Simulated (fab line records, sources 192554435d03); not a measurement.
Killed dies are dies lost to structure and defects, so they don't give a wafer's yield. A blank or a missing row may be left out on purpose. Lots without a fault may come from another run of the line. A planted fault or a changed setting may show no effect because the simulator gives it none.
fab line records | flow n5_finfet
record lots=4 wafers=12 last_day=18
route steps=1938 shown BEOL_M11@1566 BEOL_M12@1602 BEOL_M15@1830
lots that met no fault: from a run of the same line without faults
start_h: hours from the record's first day to the start of the lot's first wafer shown | wait_h: hours since the lot's step before | " the same as in the row above | L1.1+2: a row that stands for several wafers | - no value, or no start given | * or withheld: withheld | < > ~ a bound
route shown NAME@n: a module of which the file shows steps, and the number in the route of the first | usual: mean/standard deviation of fault-free wafers | same: alike in all rows | chamber/n: place in a boat | sites: the reading at each site | _std_site: their standard deviation | _edge_site: outer sites' mean less inner sites' | radius_mm: how far each site lies from the wafer's centre | mask NAME#n: copy n | behind: the tool/chamber that last shaped the wafer | hold: why the lot was held/for how many hours/how that ended | device: the transistor (n, p or np) that didn't switch | end of line: the same wafers' tests at the end of the route | a step without rows: its recipe alone | killed: dies lost to structure and defects at the first sort, not the wafer's yield | map: a wafer's dies, x killed, . not, _ none there
set.NAME: the setting as run; set.NAME@STEP: as run at that earlier step | model.NAME: the simulator's own value behind a step, which no gauge read
lots at some steps of the route; a table a step, a row a wafer
services: from which hour (start_h, from the record's first day; less than 0 if before it) a tool's chamber was out of use, for how many hours, and why
## steps
# step N5_BEOL_M11_PEB_26
# recipe peb_temp_c=withheld peb_time_s=60 resist=CAR-ArF
# step N5_BEOL_M11_DEVELOP_27
# recipe develop_time_s=30 developer=TMAH resist=CAR-ArF rinse_liquid=diw dry=air_spin dev_temp_c=23
# step N5_BEOL_M11_DESCUM_33
# recipe chemistry=O2 time_s=7.9 source_power_w=50 bias_power_w=20 pressure_mtorr=20 rf_frequency_hz=2.712e+07 temp_c=40 resist=CAR-ArF o2_flow_sccm=225
# step N5_BEOL_M11_ETCH_65
# recipe chemistry=CF4 target=SiARC target_depth_a=390 mask_material=CAR-ArF time_s=65 ion_energy_ev=80 pressure_mtorr=40 source_w=545 bias_w=36 Ar_flow_sccm=100 cf4_flow_sccm=100 ends=cleared
# step N5_BEOL_M11_ETCH_66
# recipe chemistry=N2/H2 target=SOC target_depth_a=1200 overetch_a=240 mask_material=SiARC temp_c=40 time_s=180 ion_energy_ev=200 pressure_mtorr=30 source_w=840 bias_w=150 n2_flow_sccm=200 h2_flow_sccm=200
# step N5_BEOL_M11_STRIP_69
# recipe chemistry=N2/H2 temp_c=40 n2_flow_sccm=200 h2_flow_sccm=200 rf_frequency_hz=6e+07
# step N5_BEOL_M11_VIA_ETCH_34
# recipe chemistry=C4F6/O2 target=SiCOH_lowk target_depth_a=1845 mask_material=SOC taper_deg=4 time_s=69.2 ion_energy_ev=250 pressure_mtorr=30 source_w=345 bias_w=185 Ar_flow_sccm=300 C4F6_flow_sccm=10 O2_flow_sccm=10
# step N5_BEOL_M11_STRIP_73
# recipe chemistry=C4F6/O2 resist=SiARC rf_frequency_hz=6e+07
# step N5_BEOL_M11_STRIP_36
# recipe chemistry=N2/H2 power_w=450 temp_c=40 pressure_mtorr=20 rf_frequency_hz=6e+07 overash_fraction=0.3 bias_power_w=7 h2_frac=0.5 n2_flow_sccm=200 h2_flow_sccm=200
# step N5_BEOL_M11_TRENCH_ETCH_37
# recipe chemistry=C4F6/O2 target_depth_a=1488.3 target=SiCOH_lowk time_s=48 ion_energy_ev=250 pressure_mtorr=30 source_w=345 bias_w=185 Ar_flow_sccm=300 C4F6_flow_sccm=10 O2_flow_sccm=10
# usual O2_flow_sccm=10.00/0.031 drypump_motor_current_A=5.6/0.5 oes_f_703_au=0.78/0.087 oes_product_au=0.78/0.088 rf_fwd_power_W=341.5/1.4 rf_vpp_V=669/10 showerhead_plenum_p_Torr=2.90/0.1 throttle_valve_pct=20.97/0.25
# columns lot.wafer tool chamber start_h wait_h O2_flow_sccm drypump_motor_current_A oes_f_703_au oes_product_au rf_fwd_power_W rf_hours_counter_h rf_vpp_V showerhead_plenum_p_Torr throttle_valve_pct model.BEOL_M11.feature_depth_nm model.etch.depth_nm model.TiN_of_BEOL_M11_HM_DEP_02.thk_nm
L714.1 rie_diel-02 0 224.03 - 10.03 5.2 0.74 0.73 339.4 170 655 2.93 21.24 146.8 146.9 16.4
L714.3 " 3 " " 10.00 5.5 0.73 0.73 340.0 165 662 2.95 21.12 148.6 148.6 16
L714.6 " 1 " " 10.04 5.7 0.98 0.96 341.8 - 666 2.99 20.99 152.6 152.6 15.8
L729.2 rie_diel-02 0 316.93 - 9.98 5.2 0.52 0.66 256.0 195 756 2.92 21.26 129.6 129.7 16.8
L729.4 " 3 " " 10.00 5.5 0.51 0.67 259.6 189 763 2.94 21.13 132.4 132.5 16.2
L729.6 " 0 " " 10.01 5.2 0.52 0.66 258.8 - 753 2.92 21.25 129 129 16.6
L733.1 rie_diel-02 1 339.65 - 10.02 5.6 0.66 0.83 259.6 45 768 2.98 21.03 135.2 135.3 16.2
L733.3 " 3 " " 10.01 5.5 0.50 0.66 258.4 197 763 2.93 21.15 131.8 131.9 16.2
L733.4 " 0 " " 10.00 5.2 0.51 0.66 257.4 203 756 2.92 21.28 130.2 130.1 16.2
L736.2 rie_diel-06 0 371.27 - 9.97 5.1 0.70 0.70 341.8 210 665 2.70 21.01 147.6 147.5 15.8
L736.3 " 1 " " 9.97 6.6 0.78 0.80 342.6 92 670 2.97 20.59 147.4 147.3 16
L736.6 " 3 " " 10.05 6.4 0.68 0.70 343.8 - 683 2.92 20.76 145.6 145.5 15.8
# step N5_BEOL_M11_ETCH_41
# recipe chemistry=CH3F/O2 target=SiCN target_depth_a=426 taper_deg=2 time_s=86 ion_energy_ev=120 mask_material=TiN pressure_mtorr=30 source_w=395 bias_w=75 Ar_flow_sccm=150 CH3F_flow_sccm=30 O2_flow_sccm=20
# step N5_BEOL_M11_STRIP_77
# recipe chemistry=N2/H2 time_s=10 power_w=450 temp_c=40 pressure_mtorr=20 rf_frequency_hz=6e+07 bias_power_w=7 n2_flow_sccm=200 h2_flow_sccm=200
# step N5_BEOL_M11_OCD_MEAS_38
# usual trench_depth_nm=148.2/2.8
# columns lot.wafer tool chamber start_h wait_h trench_depth_nm
L714.1 ocd-01 - 224.21 - 147.0
L714.3 " - " " 149.0
L714.6 " - " " 152.7
L729.2 ocd-02 - 317.11 - 129.6
L729.4 " - " " 132.6
L729.6 " - " " 129.2
L733.1 ocd-01 - 339.84 - 135.9
L733.3 " - " " 132.2
L733.4 " - " " 130.1
L736.2 ocd-01 - 371.45 - 147.3
L736.3 " - " " 147.7
L736.6 " - " " 145.5
# step N5_BEOL_M11_HM_STRIP_39
# recipe chemistry=peroxide_tin_strip material=TiN target_depth_a=250 temp_c=50 time_s=158
# step N5_BEOL_M11_SRD_40
# recipe time_s=30 temp_c=23 rinse_liquid=diw dry=ipa_marangoni
# step N5_BEOL_M11_PRECLEAN_42
# recipe chemistry=residue_remover time_s=60 temp_c=40
# step N5_BEOL_M11_SRD_43
# recipe time_s=30 temp_c=23 rinse_liquid=diw dry=ipa_marangoni
# step N5_BEOL_M11_CURE_72
# recipe temp_c=370 time_s=120 ambient=DMADMS/He material=SiCOH_lowk
# step N5_BEOL_M11_DEGAS_44
# recipe ambient=vacuum temp_c=250 time_s=60
# step N5_BEOL_M11_PRE_CLEAN_45
# recipe gas=H2/He time_s=30 temp_c=250
# step N5_BEOL_M11_ALD_74
# recipe material=TaN target_thk_a=20 temp_c=275 ald_precursor_family=PDMAT ald_co_reactant=NH3 pressure_torr=3 carrier_flow_sccm=1500 pulse_time_s=2 purge_time_s=3 co_reactant_purge_time_s=2 co_reactant_pulse_time_s=3 ald_cycles=40 precursor_vessel_temp_c=75 precursor_vessel_pressure_torr=26.25 precursor_vessel_carrier_sccm=1000
# step N5_BEOL_M11_SURFACE_TREAT_76
# recipe gas=Ar time_s=* ion_energy_ev=* ion_current_ma_cm2=0.5 pressure_mtorr=* ar_flow_sccm=30
# step N5_BEOL_M11_CVD_75
# recipe material=Co target_thk_a=20 temp_c=withheld precursor=CCTBA/H2 pressure_torr=30 time_s=138.9
# step N5_BEOL_M11_SPUTTER_48
# recipe material=Cu target_thk_a=120 temp_c=-20 bias_v=60 power_w=26000 chamber_pressure_pa=0.13 time_s=2
# step N5_BEOL_M11_ECD_50
# recipe material=Cu target_thk_a=3180
# step N5_BEOL_M11_ANNEAL_51
# recipe temp_c=225 time_s=90 ambient=N2
# step N5_BEOL_M11_CMP_52
# recipe stop_on=SiCOH_lowk t_overpolish_s=7 down_force_psi=1 platen_rpm=50 clearing_platen_down_force_psi=1.5 clearing_platen_rpm=50 post_cmp_clean=cu_alkaline target_thk_nm=140 clearing_platen_pad_velocity_m_s=0.99484 pad_velocity_m_s=0.99484
# usual barrier_field_endpoint_s=28.8/0.62 clearing_platen_down_force_psi=1.500/0.0031 motor_current_A=5.9/0.5 overpolish_run_s=7.000/0.0083 time_to_endpoint_s=66/3.4
# columns lot.wafer tool chamber start_h wait_h barrier_field_endpoint_s clearing_platen_down_force_psi motor_current_A overpolish_run_s time_to_endpoint_s model.Cu_of_BEOL_M11_ECD_50.thk_nm
L714.1 cmp-01 2 226.44 0.3 29.2 1.495 5.6 6.999 68 138.8
L714.3 " 3 " " 29.1 1.498 6.3 7.019 64 139.2
L714.6 " 1 " " 29.2 1.500 5.8 6.997 63 143
L729.2 cmp-01 3 319.17 0.2 28.8 1.500 6.3 6.989 65 121.6
L729.4 " 1 " " 29.0 1.500 5.4 7.000 67 124.4
L729.6 " 3 " " 29.4 1.505 6.4 6.997 67 120.8
L733.1 cmp-04 2 343.84 0.5 29.1 1.499 5.8 6.996 68 125.2
L733.4 " 3 " " 29.7 1.502 5.7 7.005 73 121
L733.3 " 1 " " 29.8 1.497 6.9 6.983 73 124.4
L736.2 cmp-04 1 373.96 0.3 29.5 1.500 6.4 6.989 71 139.2
L736.3 " 2 " " 27.9 1.503 5.5 6.998 63 136.8
L736.6 " 3 " " 28.9 1.497 5.2 6.995 63 137.2
# step N5_BEOL_M11_THK_MEAS_53
# recipe thk_meas_gauge=xrf reads=Cu_of_BEOL_M11_ECD_50
# usual M11_THK=142/3.2
# columns lot.wafer tool chamber start_h wait_h M11_THK[nm]
L714.1 film_metro-01 - 226.70 - 143
L714.3 " - " " 144
L714.6 " - " " 148
L729.2 film_metro-02 - 319.46 - 125
L729.4 " - " " 128
L729.6 " - " " 124
L733.1 film_metro-02 - 344.13 - 128
L733.3 " - " " 127
L733.4 " - " " 123
L736.2 film_metro-02 - 374.18 - 142
L736.3 " - " " 139
L736.6 " - " " 139
# step N5_BEOL_M11_PRE_CLEAN_55
# recipe gas=NH3 time_s=15 temp_c=withheld rf_power_w=300
# step N5_BEOL_M11_DEP_56
# recipe material=SiCN target_thk_a=300 temp_c=withheld precursor=3MS/NH3 pressure_torr=3 rf_w=675 time_s=10.5
# step N5_BEOL_M11_RS_MEAS_57
# recipe thk_meas_gauge=four-point-probe reads=Cu_of_BEOL_M11_ECD_50+Co_of_BEOL_M11_CVD_75+TaN_of_BEOL_M11_ALD_74
# usual M11_RS=0.152/0.0035
# columns lot.wafer tool chamber start_h wait_h M11_RS[ohm/sq]
L714.1 film_metro-02 - 226.83 0.0 0.153
L714.3 " - " " 0.152
L714.6 " - " " 0.147
L729.2 film_metro-02 - 319.59 0.0 0.176
L729.4 " - " " 0.172
L729.6 " - " " 0.178
L733.1 film_metro-01 - 344.26 0.0 0.171
L733.3 " - " " 0.172
L733.4 " - " " 0.177
L736.2 film_metro-02 - 374.31 0.0 0.152
L736.3 " - " " 0.155
L736.6 " - " " 0.154
# step N5_BEOL_M12_ILD_DEP_00
# recipe material=SiOC target_thk_a=6589.2 temp_c=350 precursor=DEMS/O2 pressure_torr=5 rf_w=500 time_s=130.7
# step N5_BEOL_M12_COAT_58
# recipe resist=BARC temp_c=205 time_s=60 spin_rpm=1500 resist_thk_nm=89
# step N5_BEOL_M12_COAT_04
# recipe spin_rpm=1625 resist_thk_nm=400
# step N5_BEOL_M12_EBR_06
# recipe solvent=PGMEA ebr_width_mm=1.5
# step N5_BEOL_M12_SOFTBAKE_05
# recipe temp_c=130 time_s=60
# step N5_BEOL_M15_RC_MEAS_101
# usual COMB_M10=1.5e-11/3.1e-12 COMB_M10_max_site=2.1e-11/5.1e-12 COMB_M11=1.46e-11/2.9e-12 COMB_M12=6.5e-12/1.8e-12 COMB_M13=4.8e-12/1.6e-12 COMB_M14=3.8e-12/1.3e-12 COMB_M15=2.6e-12/1.1e-12 COMB_M5=3.4e-11/7.4e-12 COMB_M6=2.5e-11/5.4e-12 COMB_M7=2.5e-11/5.5e-12 COMB_M8=2.5e-11/5.2e-12 COMB_M9=1.5e-11/3.2e-12 SERP_M10=3.06/0.089 SERP_M11=3.07/0.089 SERP_M11_max_site=3.18/0.094 SERP_M12=0.629/0.016 SERP_M13=0.312/0.0062 SERP_M14=0.160/0.0045 SERP_M5=38.8/1.4 SERP_M6=13.8/0.58 SERP_M7=14.0/0.59 SERP_M8=13.9/0.6 SERP_M9=3.07/0.09
# columns lot.wafer tool chamber start_h wait_h COMB_M10[S/m] COMB_M10_max_site[S/m] COMB_M11[S/m] COMB_M12[S/m] COMB_M13[S/m] COMB_M14[S/m] COMB_M15[S/m] COMB_M5[S/m] COMB_M6[S/m] COMB_M7[S/m] COMB_M8[S/m] COMB_M9[S/m] SERP_M10[ohm/um] SERP_M11[ohm/um] SERP_M11_max_site[ohm/um] SERP_M12[ohm/um] SERP_M13[ohm/um] SERP_M14[ohm/um] SERP_M5[ohm/um] SERP_M6[ohm/um] SERP_M7[ohm/um] SERP_M8[ohm/um] SERP_M9[ohm/um]
L714.1 prober-02 0 264.06 0.0 1.6e-11 2e-11 1.74e-11 6e-12 6.4e-12 6e-12 2.4e-12 2.4e-11 2.4e-11 2.8e-11 2.6e-11 2e-11 2.98 3.07 3.13 0.609 0.301 0.169 38.5 13.3 13.2 13.4 3.13
L714.3 " 0 " " 1.4e-11 1.8e-11 1.08e-11 9.8e-12 6.1e-12 4.8e-12 3.7e-12 3.8e-11 2.4e-11 2.3e-11 2.5e-11 1.5e-11 3.03 3.06 3.16 0.616 0.298 0.159 38.3 14.4 14.4 13.6 3.03
L714.6 " 0 " " 1.3e-11 2e-11 1.3e-11 7.7e-12 5.8e-12 4.9e-12 2.9e-12 4.8e-11 3.3e-11 3.4e-11 3e-11 1.7e-11 3.10 2.92 3.04 0.611 0.296 0.160 37.1 13.7 13.9 13.4 3.10
L729.2 prober-02 0 345.84 0.2 1.6e-11 2.1e-11 1.54e-11 7.7e-12 5.2e-12 4.1e-12 3.6e-12 3.2e-11 2.4e-11 2.6e-11 2.5e-11 1.4e-11 3.16 3.60 3.65 0.644 0.309 0.155 39.2 14.3 14.2 13.1 2.94
L729.4 " 0 " " 1.7e-11 2e-11 1.77e-11 7.1e-12 8.8e-12 4.4e-12 3.6e-12 2.3e-11 2.2e-11 2.6e-11 2.8e-11 1.7e-11 3.05 3.45 3.59 0.622 0.311 0.163 38.1 14.0 14.5 14.0 3.23
L729.6 " 0 " " 1.5e-11 2e-11 1.78e-11 7.5e-12 5.5e-12 4.1e-12 3.7e-12 2.7e-11 1.9e-11 2.9e-11 2.6e-11 1.3e-11 3.20 3.59 3.66 0.651 0.313 0.153 36.6 14.4 14.6 13.2 3.05
L733.1 prober-02 0 372.01 0.0 1.6e-11 2.2e-11 9.9e-12 7.8e-12 4.8e-12 4.2e-12 3.5e-12 3.3e-11 2.3e-11 2.9e-11 2.2e-11 1.3e-11 3.08 3.48 3.64 0.631 0.304 0.157 40.4 13.5 14.5 13.8 3.22
L733.3 " 0 " " 1.3e-11 2e-11 1.28e-11 6e-12 7.3e-12 5.3e-12 3.4e-12 3.7e-11 2.3e-11 2.6e-11 2.4e-11 1.2e-11 3.06 3.41 3.48 0.621 0.317 0.167 40.0 13.5 14.4 13.9 3.13
L733.4 " 0 " " 1.1e-11 1.6e-11 1.45e-11 6.7e-12 5.3e-12 6.1e-12 3.7e-12 4.1e-11 2.4e-11 2.5e-11 2.3e-11 1.5e-11 3.07 3.51 3.56 0.620 0.313 0.159 40.5 14.1 14.0 13.5 3.20
L736.2 prober-02 0 401.25 0.2 1.6e-11 2.2e-11 1.46e-11 9.5e-12 5.1e-12 3.6e-12 2.7e-12 3.6e-11 2.9e-11 1.6e-11 2.3e-11 1.3e-11 3.19 3.14 3.24 0.641 0.314 0.168 39.4 13.9 13.7 14.1 3.02
L736.3 " 0 " " 1.2e-11 2e-11 1.16e-11 9.7e-12 6.9e-12 5.1e-12 2.4e-12 2.2e-11 2.5e-11 2e-11 2.3e-11 1.3e-11 3.10 3.11 3.28 0.652 0.319 0.157 40.0 14.2 13.8 13.7 3.15
L736.6 " 0 " " 1.6e-11 2.1e-11 1.65e-11 8.6e-12 3.9e-12 4.3e-12 3.9e-12 2.8e-11 2.1e-11 2.3e-11 3.4e-11 2.5e-11 3.01 3.08 3.19 0.665 0.320 0.157 40.1 13.1 14.0 13.7 2.93
# sites SERP_M11 radius_mm=0,75,75,75,75,140,140,140,140
L714.1 3.13 3.07 3.13 3.11 3.10 3.03 2.98 3.01 3.00
L729.2 3.65 3.60 3.60 3.61 3.61 3.51 3.53 3.46 3.51
L733.1 3.33 3.38 3.41 3.48 3.36 3.52 3.60 3.64 3.50
L736.2 3.10 3.13 3.17 3.15 3.14 3.12 3.24 3.21 3.11
## services
# columns tool chamber start_h hours kind
cmp-04 - 206.72 4.0 pm
rie_diel-06 2 207.73 - clean
rie_diel-06 2 207.73 - consumable_replace:focus_ring
rie_diel-06 2 207.73 13.7 scheduled_down
rie_diel-06 2 207.73 13.7 vent_cycle
rie_diel-02 2 209.65 5.9 repair
cmp-04 - 210.72 - consumable_replace:conditioner
cmp-04 - 210.72 - consumable_replace:pad
cmp-04 - 211.32 2.4 repair
rie_diel-06 - 213.63 0.3 repair
cmp-04 - 220.99 1.0 repair
cmp-01 - 232.31 3.4 repair
cmp-04 - 253.81 7.0 pm
rie_diel-06 2 290.72 8.7 repair
cmp-04 - 297.49 1.3 repair
rie_diel-06 1 313.56 3.6 repair
rie_diel-06 - 324.61 2.8 pm
cmp-04 - 330.03 0.5 repair
rie_diel-02 2 330.09 1.6 repair
cmp-04 - 335.82 1.4 repair
rie_diel-06 0 339.69 7.4 repair
cmp-01 - 343.23 1.1 repair
cmp-04 - 371.26 2.4 repair
cmp-01 - 372.38 4.0 pm
## key
first_sign step=N5_BEOL_M11_TRENCH_ETCH_37 reading=rf_fwd_power_W direction=down sigmas=61 usual=* struck=*
effect step=N5_BEOL_M11_TRENCH_ETCH_37 reading=rf_vpp_V direction=up sigmas=8.7 usual=669 struck=760
effect step=N5_BEOL_M11_OCD_MEAS_38 reading=trench_depth_nm direction=down sigmas=5.9 usual=148.2 struck=131.6
effect step=N5_BEOL_M11_THK_MEAS_53 reading=M11_THK direction=down sigmas=5.2 usual=142 struck=126
effect step=N5_BEOL_M11_RS_MEAS_57 reading=M11_RS direction=up sigmas=6.5 usual=0.152 struck=0.174
effect step=N5_BEOL_M15_RC_MEAS_101 reading=SERP_M11 direction=up sigmas=4.9 usual=3.07 struck=3.51
model_effect step=N5_BEOL_M11_TRENCH_ETCH_37 value=BEOL_M11.feature_depth_nm without=146.1 struck=131.4
model_effect step=N5_BEOL_M11_CMP_52 value=Cu_of_BEOL_M11_ECD_50.thk_nm without=137.6 struck=122.9
met_at N5_BEOL_M11_TRENCH_ETCH_37
struck_wafers L729.2,L729.4,L729.6,L733.1,L733.3,L733.4
onset_between 224.03 316.93
fault kind=process_parameter_drift tool=rie_diel-02 chamber=- onset_h=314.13 steps=N5_BEOL_M11_TRENCH_ETCH_37 channel=source_w offset=-82.8 shape=step end_h=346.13 acts_in=these_recipes_only stated=345
